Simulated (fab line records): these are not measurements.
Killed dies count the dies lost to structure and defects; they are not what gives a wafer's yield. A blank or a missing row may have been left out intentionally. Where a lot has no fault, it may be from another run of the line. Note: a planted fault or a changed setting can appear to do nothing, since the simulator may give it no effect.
fab line records	flow n5-finfet
record lots=12	wafers=36	last-day=20
route steps=1938 shown HKMG_FIN@456 PAD_METAL@1895 PASSIVATION@1925
lots that met no fault: taken from a fault-free run of the same line
start-h: start of the lot's first displayed wafer, in hours after the record's first day	wait-h: hours from the lot's prior step to this one	" as in the row above	L1.1+2: several wafers, shown together as one row	- no value, or no start was given	* or withheld: withheld	< > ~ a bound
route shown NAME@n: names a module that has steps shown in the file, with the first one's number in the route	usual: mean/standard deviation of fault-free wafers	same: alike in all rows	chamber/n: place in a boat	sites: per-site readings	_std_site: how widely they spread, as a standard deviation	_edge_site: the outer-site mean with the inner-site mean subtracted	radius-mm: for every site, how far away it sits from the centre of the wafer	mask NAME#n: copy n	behind: the most recent tool/chamber to have shaped the wafer	hold: the reason the lot was held/the length of the hold in hours/how it ended	device: which transistor (n, p or np) failed to switch	end of line: the same wafers' tests at the end of the route	a step with no rows: only its recipe	killed: count of dies lost to structure and defects at first sort (not the wafer's yield)	map: shows each die of a wafer: x if killed, . if not, _ if none is there
set.NAME: the setting that was run; set.NAME@STEP: the one run at that earlier step	model.NAME: the simulator's own value behind a step, which no gauge read
the route's steps for a sample of lots (tables are steps, rows are wafers)
services: from which hour (start-h, from the record's first day; less than 0 if before it) a tool's chamber was out of use, for how many hours, and why
## steps
# step N5_HKMG_FIN_ALD_21
# recipe material=TiN	target-thk-a=15	temp-c=400	ald-precursor-family=TiCl4	ald-co-reactant=NH3	pulse-time-s=1	purge-time-s=3	co-reactant-purge-time-s=2	co-reactant-pulse-time-s=2	ald-cycles=68	pressure-torr=3
# usual heater-power-w=843/62	precursor-pulse-height-rel=1.003/0.02	susceptor-temp-C=399.98/0.2
# same co-reactant-pulse-time-s=2
lot.wafer	tool	chamber	start-h	wait-h	heater-power-w	precursor-pulse-height-rel	susceptor-temp-C
L159.1	ald-metal-03	0	80.72	0.3	813	1.016	400.12
L159.2	"	3	"	"	828	0.981	400.11
L159.5	"	3	"	"	830	0.970	400.03
L160.1	ald-metal-03	2	85.60	0.3	926	1.020	400.19
L160.5	"	2	"	"	952	1.010	400.17
L160.6	"	1	"	"	889	1.020	400.07
L164.1	ald-metal-03	1	110.46	0.3	882	0.992	399.70
L164.4	"	0	"	"	791	1.003	399.97
L164.5	"	2	"	"	920	1.014	400.04
L166.4	ald-metal-02	1	121.99	0.1	880	0.986	399.80
L166.5	"	1	"	"	911	1.008	400.18
L166.6	"	0	"	"	818	1.033	400.13
L167.2	ald-metal-02	3	128.43	0.3	819	1.032	400.01
L167.4	"	0	"	"	804	1.015	399.96
L167.5	"	0	"	"	800	0.982	400.18
L169.1	ald-metal-03	0	142.21	0.3	804	0.999	399.91
L169.2	"	2	"	"	937	0.960	400.06
L169.4	"	3	"	"	816	1.004	399.74
L171.2	ald-metal-03	3	153.56	0.3	835	0.996	399.94
L171.4	"	0	"	"	788	0.968	399.75
L171.6	"	1	"	"	878	0.985	400.02
L175.2	ald-metal-03	1	176.60	0.3	912	0.994	400.12
L175.4	"	0	"	"	812	1.017	399.69
L175.6	"	2	"	"	930	1.018	400.03
L177.2	ald-metal-03	0	187.61	0.3	797	1.009	399.96
L177.4	"	1	"	"	898	1.022	400.11
L177.6	"	0	"	"	798	1.003	400.02
L178.1	ald-metal-02	1	195.00	0.3	890	1.011	400.15
L178.4	"	3	"	"	811	1.034	400.02
L178.5	"	0	"	"	807	1.005	399.96
L180.3	ald-metal-01	2	208.46	0.1	787	1.040	399.93
L180.4	"	1	"	"	802	0.993	399.81
L180.6	"	2	"	"	779	0.976	399.96
L182.1	ald-metal-01	0	222.22	0.3	736	0.982	400.12
L182.2	"	1	"	"	774	1.036	399.62
L182.6	"	1	"	"	812	1.013	399.89
# step N5_PASSIVATION_SPUTTER_20
# recipe material=TaN	target-thk-a=500	temp-c=25	chamber-pressure-pa=0.4
# usual susceptor-temp-C=25.00/0.12	throttle-valve-pct=29.7/1.6
lot.wafer	tool	chamber	start-h	wait-h	susceptor-temp-C	throttle-valve-pct
L160.1	pvd-sputter-03	-	312.03	0.0	25.03	29.9
L160.5	"	-	"	"	24.92	28.4
L160.6	"	-	"	"	24.84	32.3
L159.1	pvd-sputter-02	-	319.21	0.0	24.98	31.1
L159.2	"	-	"	"	25.05	29.6
L159.5	"	-	"	"	24.93	31.2
L164.1	pvd-sputter-03	-	343.94	0.0	24.81	32.2
L164.4	"	-	"	"	24.87	27.5
L164.5	"	-	"	"	25.17	29.8
L166.4	pvd-sputter-02	-	347.35	0.0	25.12	27.0
L166.5	"	-	"	"	24.99	31.1
L166.6	"	-	"	"	25.11	31.2
L167.2	pvd-sputter-02	-	367.33	0.0	25.03	29.3
L167.4	"	-	"	"	24.98	26.9
L167.5	"	-	"	"	25.00	29.6
L171.2	pvd-sputter-03	-	377.23	0.0	25.01	29.5
L171.4	"	-	"	"	25.02	27.0
L171.6	"	-	"	"	25.04	32.7
L169.1	pvd-sputter-02	-	377.67	0.0	24.93	31.3
L169.2	"	-	"	"	25.01	27.0
L169.4	"	-	"	"	24.97	29.2
L178.1	pvd-sputter-03	-	405.95	0.0	24.93	29.8
L178.4	"	-	"	"	24.86	28.4
L178.5	"	-	"	"	25.02	28.4
L177.2	pvd-sputter-02	-	431.16	0.0	25.13	27.2
L177.4	"	-	"	"	24.63	29.5
L177.6	"	-	"	"	24.97	31.2
L180.3	pvd-sputter-03	-	445.69	0.0	24.96	27.4
L180.4	"	-	"	"	24.96	28.3
L180.6	"	-	"	"	24.81	27.6
L175.2	pvd-sputter-01	-	446.43	0.0	24.94	28.7
L175.4	"	-	"	"	24.94	29.8
L175.6	"	-	"	"	24.86	30.7
L182.1	pvd-sputter-01	-	470.69	0.0	24.96	28.9
L182.2	"	-	"	"	24.86	29.0
L182.6	"	-	"	"	25.07	29.6
# step N5_PASSIVATION_CD_MEAS_44
# recipe target-cd-nm=40000	landing-energy-ev=500	detector=se-inlens
# usual cd-nm=39998/3
lot.wafer	tool	chamber	start-h	wait-h	cd-nm
L160.1	cd-sem-01	0	314.63	-	40002
L160.5	"	0	"	"	40000
L160.6	"	0	"	"	40004
L159.1	cd-sem-01	0	321.66	-	40000
L159.2	"	0	"	"	39997
L159.5	"	0	"	"	40002
L164.1	cd-sem-03	0	347.16	-	39998
L164.4	"	0	"	"	39994
L164.5	"	0	"	"	39996
L166.4	cd-sem-03	0	349.82	-	40006
L166.5	"	0	"	"	40007
L166.6	"	0	"	"	40006
L167.2	cd-sem-03	0	369.93	-	40002
L167.4	"	0	"	"	39999
L167.5	"	0	"	"	40002
L171.2	cd-sem-03	0	379.62	-	39998
L171.4	"	0	"	"	39998
L171.6	"	0	"	"	39997
L169.1	cd-sem-03	0	380.03	-	39994
L169.2	"	0	"	"	39994
L169.4	"	0	"	"	39994
L178.1	cd-sem-03	0	408.72	-	39997
L178.4	"	0	"	"	40000
L178.5	"	0	"	"	40005
L177.2	cd-sem-03	0	433.63	-	39995
L177.4	"	0	"	"	39994
L177.6	"	0	"	"	39998
L180.3	cd-sem-01	0	448.40	-	39998
L180.4	"	0	"	"	39999
L180.6	"	0	"	"	40000
L175.2	cd-sem-03	0	448.94	-	39994
L175.4	"	0	"	"	39994
L175.6	"	0	"	"	39997
L182.1	cd-sem-03	0	473.44	-	39999
L182.2	"	0	"	"	40001
L182.6	"	0	"	"	39997
# step N5_PASSIVATION_PROBE_49
# usual defect-limited-yield=91.1/1.4	killed_at_M0_to_M3=34/10	killed_at_M4_up=14/5.5	killed-at-contacts=12/5.1	killed-at-front-end=41/12	killed-at-other=4/3.1	killed-dies=105/17	killed-open=70/13	killed-short=33/7.6	sort_bin_5_function=5.3/0.98	sort_bin_6_memory=3.3/0.67	sort_bin_8_speed=0.00/0.007	sort-n-pass=1075/17	sort-yield-pct=91.1/1.4
# same gross-dies=1180	killed-at-back-side=0	sort_bin_4_leakage[%]=0
lot.wafer	tool	chamber	start-h	wait-h	defect-limited-yield[%]	killed_at_M0_to_M3	killed_at_M4_up	killed-at-contacts	killed-at-front-end	killed-at-other	killed-dies	killed-open	killed-short	sort_bin_5_function[%]	sort_bin_6_memory[%]	sort_bin_8_speed[%]	sort-n-pass	sort-yield-pct[%]
L159.1	prober-01	-	325.31	0.0	88.7	46	16	12	57	2	133	82	49	6.5	4.4	0	1047	88.7
L159.2	prober-01	-	325.36	0.1	89.8	48	6	16	50	0	120	78	39	6.3	3.6	0	1060	89.8
L159.5	prober-01	-	325.51	0.2	89.9	55	8	10	42	4	119	69	50	5.5	4.0	0	1061	89.9
L164.1	prober-02	-	350.86	0.0	92.4	31	14	7	30	8	90	66	22	3.5	3.7	0	1090	92.4
L164.4	prober-02	-	351.01	0.2	90.6	31	22	13	36	9	111	76	35	5.4	3.9	0	1069	90.6
L164.5	prober-02	-	351.06	0.2	90.8	50	15	7	34	2	108	61	46	6.0	2.9	0	1072	90.8
L166.4	prober-01	-	353.10	0.2	90.4	28	32	11	41	1	113	82	31	5.8	3.5	0	1067	90.4
L166.5	prober-01	-	353.15	0.2	90.8	28	17	11	46	6	108	76	32	5.4	3.6	0	1072	90.8
L166.6	prober-01	-	353.20	0.3	90.3	29	22	13	48	2	114	84	30	6.4	3.1	0	1066	90.3
L167.2	prober-02	-	373.10	0.1	93.6	21	25	4	26	0	76	45	30	3.6	2.8	0	1104	93.6
L167.4	prober-02	-	373.20	0.2	92.3	17	15	17	39	3	91	61	27	3.9	3.5	0	1089	92.3
L167.5	prober-02	-	373.25	0.2	93.7	18	10	15	31	0	74	54	18	4.1	1.9	0	1106	93.7
L169.1	prober-02	-	383.20	0.0	87.4	42	24	14	62	7	149	92	56	8.4	3.8	0	1031	87.4
L169.2	prober-02	-	383.25	0.1	92.2	31	16	12	31	2	92	60	32	4.8	2.9	0	1088	92.2
L169.4	prober-02	-	383.35	0.2	89.7	23	26	18	51	3	121	81	39	6.4	3.6	0	1059	89.7
L178.1	prober-01	-	411.87	0.0	89.8	25	15	26	46	8	120	90	30	6.4	3.5	0	1060	89.8
L178.4	prober-01	-	412.02	0.2	91.1	30	13	9	48	5	105	70	35	4.8	3.9	0	1075	91.1
L178.5	prober-01	-	412.07	0.2	90.8	37	10	12	48	2	109	71	37	5.3	3.5	0	1071	90.8
L177.2	prober-02	-	436.89	0.1	80.9	27	13	7	172	6	225	57	30	13.2	3.3	0	955	80.9
L177.4	prober-02	-	436.99	0.2	92.0	38	10	10	27	9	94	56	35	4.6	2.9	0	1086	92.0
L177.6	prober-02	-	437.09	0.3	82.2	29	16	8	154	3	210	60	22	11.0	3.9	0	970	82.2
L180.3	prober-01	-	451.66	0.1	92.0	32	11	9	41	1	94	66	26	4.8	2.9	0	1086	92.0
L180.4	prober-01	-	451.71	0.2	91.9	26	16	11	37	5	95	61	34	4.7	3.1	0	1085	91.9
L180.6	prober-01	-	451.81	0.3	89.3	54	10	9	52	1	126	90	32	6.2	4.4	0	1054	89.3
L175.2	prober-02	-	452.18	0.1	91.8	26	9	27	32	3	97	71	25	5.2	2.8	0	1083	91.8
L175.4	prober-02	-	452.28	0.2	81.8	29	9	9	153	15	215	51	30	10.5	4.9	0	965	81.8
L175.6	prober-02	-	452.38	0.3	92.3	16	19	12	35	9	91	63	26	4.5	3.0	0	1089	92.3
# killed by level:class
L159.1 BEOL_M0_SAQP:geometric-particle:short=15 STI_FIN_REVEAL:geometric-particle:open=14 FIN_SAQP:geometric-particle:open=13 MOL_CONTACT_COAG:geometric-particle:open=10 FIN_SAQP:geometric-particle:short=8 BEOL_M2:geometric-particle:open=8 STI_FIN_REVEAL:geometric-particle:short=8 BEOL_M4:geometric-particle:open=8
L159.2 STI_FIN_REVEAL:geometric-particle:open=14 BEOL_M1:geometric-particle:open=14 MOL_CONTACT_COAG:geometric-particle:open=11 BEOL_M0:geometric-particle:open=10 BEOL_M0_SAQP:geometric-particle:short=9 GATE_CUT:geometric-particle:short=7 FIN_SAQP:geometric-particle:open=6 BEOL_M0_SAQP:geometric-particle:open=5
L159.5 BEOL_M0_SAQP:geometric-particle:short=16 FIN_SAQP:geometric-particle:short=14 BEOL_M3:geometric-particle:open=10 BEOL_M1:geometric-particle:open=9 STI_FIN_REVEAL:geometric-particle:open=8 MOL_CONTACT_COAG:geometric-particle:open=8 BEOL_M0_SAQP:geometric-particle:open=7 FIN_SAQP:geometric-particle:open=5
L164.1 BEOL_M4:geometric-particle:open=9 BEOL_M0_SAQP:geometric-particle:open=8 MOL_CONTACT_COAG:geometric-particle:open=7 STI_FIN_REVEAL:geometric-particle:open=6 BEOL_M2:geometric-particle:open=6 BEOL_M3:geometric-particle:open=6 FIN_SAQP:geometric-particle:open=5 BEOL_M0_SAQP:geometric-particle:short=5
L164.4 BEOL_M4:geometric-particle:open=16 STI_FIN_REVEAL:geometric-particle:open=10 BEOL_M0_SAQP:geometric-particle:short=9 MOL_CONTACT_COAG:geometric-particle:open=8 BEOL_M3:geometric-particle:open=7 FIN_SAQP:geometric-particle:open=6 MOL_CONTACT_COAG:geometric-particle:short=5 BEOL_M0_SAQP:geometric-particle:open=5
L164.5 BEOL_M0_SAQP:geometric-particle:short=18 BEOL_M0_SAQP:geometric-particle:open=8 BEOL_M2:geometric-particle:open=7 MOL_CONTACT_COAG:geometric-particle:open=7 BEOL_M4:geometric-particle:open=7 FIN_SAQP:geometric-particle:short=6 BEOL_M1:geometric-particle:open=5 STARTING-WAFER:geometric-particle:short=5
L166.4 STI_FIN_REVEAL:geometric-particle:open=18 BEOL_M4:geometric-particle:open=18 BEOL_M2:geometric-particle:open=11 MOL_CONTACT_COAG:geometric-particle:open=9 BEOL_M4:geometric-particle:short=7 BEOL_M3:geometric-particle:open=6 STI_FIN_REVEAL:geometric-particle:short=4 GATE_CUT:geometric-particle:open=4
L166.5 FIN_SAQP:geometric-particle:open=10 STI_FIN_REVEAL:geometric-particle:open=10 MOL_CONTACT_COAG:geometric-particle:open=10 BEOL_M4:geometric-particle:open=10 DUMMY_GATE:geometric-particle:open=7 FIN_SAQP:geometric-particle:short=6 BEOL_M0_SAQP:geometric-particle:short=5 BEOL_M1:geometric-particle:open=5
L166.6 STI_FIN_REVEAL:geometric-particle:open=15 BEOL_M4:geometric-particle:open=10 MOL_CONTACT_COAG:geometric-particle:open=10 BEOL_M2:geometric-particle:open=9 FIN_SAQP:geometric-particle:open=6 FIN_SAQP:geometric-particle:short=5 BEOL_M0_SAQP:geometric-particle:open=5 BEOL_M1:geometric-particle:open=5
L167.2 BEOL_M4:geometric-particle:open=8 STI_FIN_REVEAL:geometric-particle:open=6 BEOL_M0_SAQP:geometric-particle:short=6 BEOL_M0_SAQP:geometric-particle:open=4 BEOL_M4:geometric-particle:short=4 BEOL_M8:geometric-particle:open=4 MOL_CONTACT_COAG:geometric-particle:open=3 BEOL_M1:geometric-particle:open=3
L167.4 MOL_CONTACT_COAG:geometric-particle:open=14 BEOL_M4:geometric-particle:open=10 GATE_CUT:geometric-particle:short=9 BEOL_M3:geometric-particle:open=6 GATE_CUT:geometric-particle:open=5 BEOL_M0_SAQP:geometric-particle:open=5 STI_FIN_REVEAL:geometric-particle:open=4 ILD0:geometric-particle:short=4
L167.5 MOL_CONTACT_COAG:geometric-particle:open=14 STI_FIN_REVEAL:geometric-particle:open=13 BEOL_M1:geometric-particle:open=8 GATE_CUT:geometric-particle:short=5 BEOL_M0_SAQP:geometric-particle:open=4 BEOL_M3:geometric-particle:short=3 BEOL_M5:geometric-particle:short=3 BEOL_M5:geometric-particle:open=3
L169.1 BEOL_M0_SAQP:geometric-particle:open=16 STI_FIN_REVEAL:geometric-particle:open=14 BEOL_M0_SAQP:geometric-particle:short=12 FIN_SAQP:geometric-particle:open=11 FIN_SAQP:geometric-particle:short=10 BEOL_M4:geometric-particle:open=10 MOL_CONTACT_COAG:geometric-particle:open=10 GATE_CUT:geometric-particle:short=6
L169.2 BEOL_M0_SAQP:geometric-particle:short=11 MOL_CONTACT_COAG:geometric-particle:open=10 DUMMY_GATE:geometric-particle:open=8 BEOL_M4:geometric-particle:open=7 BEOL_M2:geometric-particle:open=6 GATE_CUT:geometric-particle:short=5 BEOL_M0_SAQP:geometric-particle:open=5 STI_FIN_REVEAL:geometric-particle:open=4
L169.4 FIN_SAQP:geometric-particle:open=13 MOL_CONTACT_COAG:geometric-particle:open=13 BEOL_M4:geometric-particle:open=12 DUMMY_GATE:geometric-particle:open=11 GATE_CUT:geometric-particle:short=8 BEOL_M0_SAQP:geometric-particle:open=7 MOL_CONTACT_COAG:geometric-particle:short=5 BEOL_M0_SAQP:geometric-particle:short=5
L178.1 MOL_CONTACT_COAG:geometric-particle:open=20 FIN_SAQP:geometric-particle:open=14 BEOL_M4:geometric-particle:open=11 BEOL_M3:geometric-particle:open=8 FIN_SAQP:geometric-particle:short=6 MOL_CONTACT_COAG:geometric-particle:short=6 BEOL_M1:geometric-particle:open=6 BEOL_M0_SAQP:geometric-particle:open=5
L178.4 FIN_SAQP:geometric-particle:open=9 MOL_CONTACT_COAG:geometric-particle:open=8 BEOL_M0_SAQP:geometric-particle:short=8 FIN_SAQP:geometric-particle:short=7 STI_FIN_REVEAL:geometric-particle:open=7 GATE_CUT:geometric-particle:open=7 BEOL_M0_SAQP:geometric-particle:open=6 BEOL_M2:geometric-particle:open=6
L178.5 STI_FIN_REVEAL:geometric-particle:open=10 BEOL_M1:geometric-particle:open=9 BEOL_M3:geometric-particle:open=9 MOL_CONTACT_COAG:geometric-particle:open=8 FIN_SAQP:geometric-particle:short=7 FIN_SAQP:geometric-particle:open=6 SPACER0:geometric-particle:open=6 BEOL_M0_SAQP:geometric-particle:short=5
L177.2 HKMG_FIN:unspecified=135 BEOL_M4:geometric-particle:open=9 MOL_CONTACT_COAG:geometric-particle:open=7 BEOL_M0_SAQP:geometric-particle:short=7 FIN_SAQP:geometric-particle:open=6 BEOL_M1:geometric-particle:open=6 FIN_SAQP:geometric-particle:short=5 STI_FIN_REVEAL:geometric-particle:open=5
L177.4 BEOL_M0_SAQP:geometric-particle:short=8 BEOL_M1:geometric-particle:open=8 DUMMY_GATE:geometric-particle:open=6 MOL_CONTACT_COAG:geometric-particle:open=6 BEOL_M0_SAQP:geometric-particle:open=6 BEOL_M3:geometric-particle:open=5 BEOL_M4:geometric-particle:open=5 PASS1_CAP:geometric-particle:open=5
L177.6 HKMG_FIN:unspecified=127 BEOL_M3:geometric-particle:open=9 BEOL_M1:geometric-particle:open=7 MOL_CONTACT_COAG:geometric-particle:open=6 BEOL_M4:geometric-particle:open=6 STI_FIN_REVEAL:geometric-particle:open=5 ILD0:geometric-particle:short=4 BEOL_M2:geometric-particle:open=4
L180.3 FIN_SAQP:geometric-particle:open=11 STI_FIN_REVEAL:geometric-particle:open=11 BEOL_M3:geometric-particle:open=8 BEOL_M3:geometric-particle:short=8 MOL_CONTACT_COAG:geometric-particle:open=7 BEOL_M2:geometric-particle:open=6 GATE_CUT:geometric-particle:open=5 GATE_CUT:geometric-particle:short=4
L180.4 MOL_CONTACT_COAG:geometric-particle:open=9 BEOL_M1:geometric-particle:open=7 FIN_SAQP:geometric-particle:short=6 STI_FIN_REVEAL:geometric-particle:open=6 BEOL_M3:geometric-particle:open=6 BEOL_M5:geometric-particle:open=6 GATE_CUT:geometric-particle:open=4 BEOL_M0_SAQP:geometric-particle:short=4
L180.6 STI_FIN_REVEAL:geometric-particle:open=17 BEOL_M3:geometric-particle:open=13 FIN_SAQP:geometric-particle:open=12 BEOL_M1:geometric-particle:open=11 MOL_CONTACT_COAG:geometric-particle:open=8 BEOL_M0:geometric-particle:open=7 FIN_SAQP:geometric-particle:short=6 BEOL_M0_SAQP:geometric-particle:open=6
L175.2 MOL_CONTACT_COAG:geometric-particle:open=25 BEOL_M2:geometric-particle:open=10 FIN_SAQP:geometric-particle:open=7 BEOL_M3:geometric-particle:open=7 FIN_SAQP:geometric-particle:short=5 STARTING-WAFER:geometric-particle:open=5 GATE_CUT:geometric-particle:short=4 BEOL_M0_SAQP:geometric-particle:short=4
L175.4 HKMG_FIN:unspecified=133 BEOL_M2:geometric-particle:open=14 MOL_CONTACT_COAG:geometric-particle:open=8 FIN_SAQP:geometric-particle:short=7 BEOL_M2:geometric-particle:short=6 BEOL_M4:geometric-particle:open=6 FIN_SAQP:geometric-particle:open=4 BEOL_M0_SAQP:geometric-particle:short=4
L175.6 MOL_CONTACT_COAG:geometric-particle:open=9 FIN_SAQP:geometric-particle:open=8 STI_FIN_REVEAL:geometric-particle:open=7 GATE_CUT:geometric-particle:short=5 BEOL_M0_SAQP:geometric-particle:open=5 BEOL_M3:geometric-particle:open=5 BEOL_M4:geometric-particle:open=4 FIN_SAQP:geometric-particle:short=3
## services
tool	chamber	start-h	hours	kind
ald-metal-01	-	81.56	8.7	pm
ald-metal-02	2	82.04	23.6	repair
pvd-sputter-02	-	97.72	2.0	repair
ald-metal-01	-	201.72	1.2	repair
ald-metal-01	3	224.36	9.8	repair
ald-metal-01	-	292.50	6.0	pm
ald-metal-03	-	337.25	14.0	pm
ald-metal-03	0	337.25	14.0	vent-cycle
ald-metal-03	1	337.25	14.0	vent-cycle
ald-metal-03	2	337.25	14.0	vent-cycle
ald-metal-03	3	337.25	14.0	vent-cycle
ald-metal-01	2	350.55	34.0	repair
ald-metal-03	0	351.25	-	clean
ald-metal-03	1	351.25	-	clean
ald-metal-03	2	351.25	-	clean
ald-metal-03	3	351.25	-	clean
ald-metal-01	3	355.62	8.0	repair
pvd-sputter-03	-	358.43	1.8	repair
pvd-sputter-03	-	400.31	4.1	repair
pvd-sputter-01	-	455.41	13.6	repair
ald-metal-03	3	462.65	1.7	repair
## key
first-sign step=N5_PASSIVATION_PROBE_49	reading=killed-at-front-end	direction=up	sigmas=9.5	usual=41	struck=160
effect step=N5_PASSIVATION_PROBE_49	reading=killed-dies	direction=up	sigmas=6.6	usual=105	struck=217
more-kills-born-at N5_HKMG_FIN_ALD_21@ald-metal-03=395
met-at N5_HKMG_FIN_ALD_21
struck-lots L175,L177
struck-wafers L175.4,L177.2,L177.6
not-acting-at N5_PASSIVATION_SPUTTER_20,N5_PASSIVATION_CD_MEAS_44
onset-between 153.56 176.60
fault kind=chamber-particle-source	tool=ald-metal-03	chamber=0	onset-h=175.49	steps=N5_HKMG_FIN_ALD_21	rate-per-visit-cm2=1.1752	end-h=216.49
